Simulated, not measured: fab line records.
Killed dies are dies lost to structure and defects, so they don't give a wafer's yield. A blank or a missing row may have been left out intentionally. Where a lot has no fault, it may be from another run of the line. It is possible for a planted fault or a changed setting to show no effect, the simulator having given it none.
Problem report, 8D (eight disciplines) form, completed by code :: flow nand-harc :: the parts of the form that need people (team, actions taken, sign-off) are left out

1. THE PROBLEM
Mean of tube-center-temp-C at NHARC_A_CHANNEL_FILL_D1_ANNEAL_17: 795 C over 3 wafers from 1 lot, against 850 C (standard deviation 0.074) on wafers with no fault. That is -99 or more standard deviations from the usual mean.
The step: time 1800 s.
Seen first at day 14 09:53 on furnace-01, wafer L247.1. The record holds 33 wafers of 11 lots with a number at this step. Rule for "out", or "out of limits": more than 4 standard deviations from the usual mean. All remaining wafers that have a number are taken as sound.

2. WHAT IT IS, AND WHAT IT ISN'T
question: which readings at this step
is: tube-center-temp-C, spike-tc-bottom-C, spike-tc-centre-C, spike-tc-lower-C, spike-tc-top-C, spike-tc-upper-C, tube_center_temp_C_max, zone-power-top-pct
is not: -

question: which lots
is: L247
is not: L236, L237, L238, L240, L241, L242, L243, L244, L245, L246

question: which wafers of those lots
is: all that have a number
is not: -

question: read on which tools
is: furnace-01
is not: furnace-02, furnace-05

question: when
is: from day 14 09:53
is not: up to then (30 sound wafers)

3. SUSPECTS, AND WHAT RULES EACH OUT
Counting: a tool stays on the suspect list if, at a process step up to the reading, it processed all lots that are out and no sound lot following the first of them.
- rie-diel-05 at NHARC_A_CHANNEL_HOLE_D1_STRIP_27 (strips in O2): kept. It ran the lot that is out, L247 (day 14 09:53), and no sound lot after that; its last sound lot up to then is L242 (day 12 12:07). NHARC_A_CHANNEL_HOLE_D1_STRIP_27: start missing for some lots; hours and lot order therefore follow NHARC_A_CHANNEL_FILL_D1_ANNEAL_17.
- furnace-01 at NHARC_A_CHANNEL_FILL_D1_ANNEAL_17 (time 1800 s): kept. It ran the lot that is out, L247 (day 14 09:53), and no sound lot after that; its last sound lot up to then is L243 (day 13 00:45). On those wafers its own readings are out: spike-tc-bottom-C, spike-tc-centre-C, spike-tc-lower-C, spike-tc-top-C, spike-tc-upper-C, tube-center-temp-C, tube_center_temp_C_max, zone-power-top-pct.
After counting, rie-diel-05 at NHARC_A_CHANNEL_HOLE_D1_STRIP_27 and furnace-01 at NHARC_A_CHANNEL_FILL_D1_ANNEAL_17 remain.

4. THE CAUSE (what the simulator had put in)
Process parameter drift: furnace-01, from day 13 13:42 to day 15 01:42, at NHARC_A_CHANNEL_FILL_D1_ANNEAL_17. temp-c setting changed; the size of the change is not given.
After counting, 2 suspects remain, this tool included.

5. SEQUENCE OF EFFECTS, ordered by route
Each row: a reading whose mean over the struck wafers that have a number lies more than 3 standard deviations from the usual. Scope: only readings with a usual standard deviation given in the record; hours: median across lots of the time from each lot's start at the first step in this table that gives one to its start at this step; sigmas: change in usual standard deviations.
hours: 0
step: NHARC_A_CHANNEL_FILL_D1_ANNEAL_17
reading: spike-tc-bottom-C
usual: 869.2 C
on struck wafers: 816.4
change: -52.8
sigmas: -35

hours: 0
step: NHARC_A_CHANNEL_FILL_D1_ANNEAL_17
reading: spike-tc-centre-C
usual: 849.9 C
on struck wafers: 796.0
change: -53.9
sigmas: -45

hours: 0
step: NHARC_A_CHANNEL_FILL_D1_ANNEAL_17
reading: spike-tc-lower-C
usual: 849.5 C
on struck wafers: 795.0
change: -54.5
sigmas: -45

hours: 0
step: NHARC_A_CHANNEL_FILL_D1_ANNEAL_17
reading: spike-tc-top-C
usual: 861.4 C
on struck wafers: 805.4
change: -56.0
sigmas: -40

hours: 0
step: NHARC_A_CHANNEL_FILL_D1_ANNEAL_17
reading: spike-tc-upper-C
usual: 849.9 C
on struck wafers: 795.6
change: -54.3
sigmas: -30

hours: 0
step: NHARC_A_CHANNEL_FILL_D1_ANNEAL_17
reading: tube-center-temp-C
usual: 850 C
on struck wafers: 795
change: -55
sigmas: -99 or more

hours: 0
step: NHARC_A_CHANNEL_FILL_D1_ANNEAL_17
reading: tube_center_temp_C_max
usual: 852.2
on struck wafers: 797.9
change: -54.3
sigmas: -99 or more

hours: 0
step: NHARC_A_CHANNEL_FILL_D1_ANNEAL_17
reading: zone-power-top-pct
usual: 29.6 %
on struck wafers: 26.2
change: -3.4
sigmas: -8.5
It contains these process steps:
- NHARC_A_CHANNEL_FILL_D1_ANNEAL_17: time 1800 s.
At these later measuring or inspecting steps, every struck wafer for which the step has a row has a number for every such reading, and none has moved that far: NHARC_END_SORT_01.

6. HOW IT WOULD HAVE BEEN CAUGHT EARLIER
First out-of-limits reading in this record: day 14 09:53, which is 20 hours after fault onset at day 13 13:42.
